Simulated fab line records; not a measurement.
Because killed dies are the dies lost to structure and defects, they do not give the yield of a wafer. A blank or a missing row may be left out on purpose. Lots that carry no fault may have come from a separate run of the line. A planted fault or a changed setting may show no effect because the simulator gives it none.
Matching of chambers :: flow n5Finfet :: N5_BEOL_M3_ALD_84 on aldMetal-03: 4 sister chambers
The step deposits TaN, pulse time 2 s, purge time 3 s, co reactant purge time 2 s. 14 wafers are shown with their chamber, then 7 later ones without.

WAFERS WITH THEIR CHAMBER
wafer: L078.1
chamber: 0
heaterPowerW (W): 375
susceptorTempC (C): 275.06

wafer: L078.2
chamber: 3
heaterPowerW (W): 406
susceptorTempC (C): 274.98

wafer: L078.4
chamber: 2
heaterPowerW (W): 435
susceptorTempC (C): 275.15

wafer: L081.3
chamber: 0
heaterPowerW (W): 387
susceptorTempC (C): 275.19

wafer: L081.4
chamber: 2
heaterPowerW (W): 434
susceptorTempC (C): 274.95

wafer: L081.6
chamber: 0
heaterPowerW (W): 378
susceptorTempC (C): 275.09

wafer: L082.3
chamber: 3
heaterPowerW (W): 407
susceptorTempC (C): 274.98

wafer: L082.4
chamber: 0
heaterPowerW (W): 379
susceptorTempC (C): 274.82

wafer: L082.6
chamber: 3
heaterPowerW (W): 394
susceptorTempC (C): 274.72

wafer: L083.2
chamber: 1
heaterPowerW (W): 449
susceptorTempC (C): 274.87

wafer: L083.5
chamber: 0
heaterPowerW (W): 380
susceptorTempC (C): 275.18

wafer: L083.6
chamber: 3
heaterPowerW (W): 413
susceptorTempC (C): 274.97

wafer: L089.1
chamber: 0
heaterPowerW (W): 384
susceptorTempC (C): 275.18

wafer: L089.4
chamber: 3
heaterPowerW (W): 403
susceptorTempC (C): 274.99

SIGNATURES (means of the wafers above)
reading: heaterPowerW
chamber 0: 380.50
chamber 1: 449.00
chamber 2: 434.50
chamber 3: 404.60
scatter within a chamber: 5.36

reading: susceptorTempC
chamber 0: 275.0867
chamber 1: 274.8700
chamber 2: 275.0500
chamber 3: 274.9280
scatter within a chamber: 0.132
Rule: for a wafer and a chamber, the distance is found by dividing, reading by reading, the gap between the wafer's reading and the chamber's mean by the reading's scatter, squaring, summing and taking the root. The wafer belongs to the nearest chamber; if the next one is less than 2 further off, it can't be placed. How the scatter is found: for the shown wafers, subtract from each reading the mean of its chamber, square and add these, divide the total by (wafers less chambers), then take the root.

WAFERS WITHOUT THEIR CHAMBER
wafer: L089.6
heaterPowerW (W): 384
susceptorTempC (C): 274.89

wafer: L092.2
heaterPowerW (W): 408
susceptorTempC (C): 274.81

wafer: L092.4
heaterPowerW (W): 390
susceptorTempC (C): 274.93

wafer: L092.5
heaterPowerW (W): 444
susceptorTempC (C): 275.10

wafer: L076.2
heaterPowerW (W): 431
susceptorTempC (C): 275.32

wafer: L076.3
heaterPowerW (W): 412
susceptorTempC (C): 275.36

wafer: L076.5
heaterPowerW (W): 386
susceptorTempC (C): 275.08

WHICH CHAMBER EACH ONE RAN IN
wafer: L089.6
from the rows above: 0
in truth: 0

wafer: L092.2
from the rows above: 3
in truth: 3

wafer: L092.4
from the rows above: can't be placed: 0 or 3
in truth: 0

wafer: L092.5
from the rows above: can't be placed: 2 or 1
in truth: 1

wafer: L076.2
from the rows above: 2
in truth: 2

wafer: L076.3
from the rows above: can't be placed: 3 or 2
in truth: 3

wafer: L076.5
from the rows above: 0
in truth: 0
Placed correctly: 4 of 7. Unplaceable from these rows: 3, with the true chamber sitting among the candidates in 3. Placed wrongly: 0.
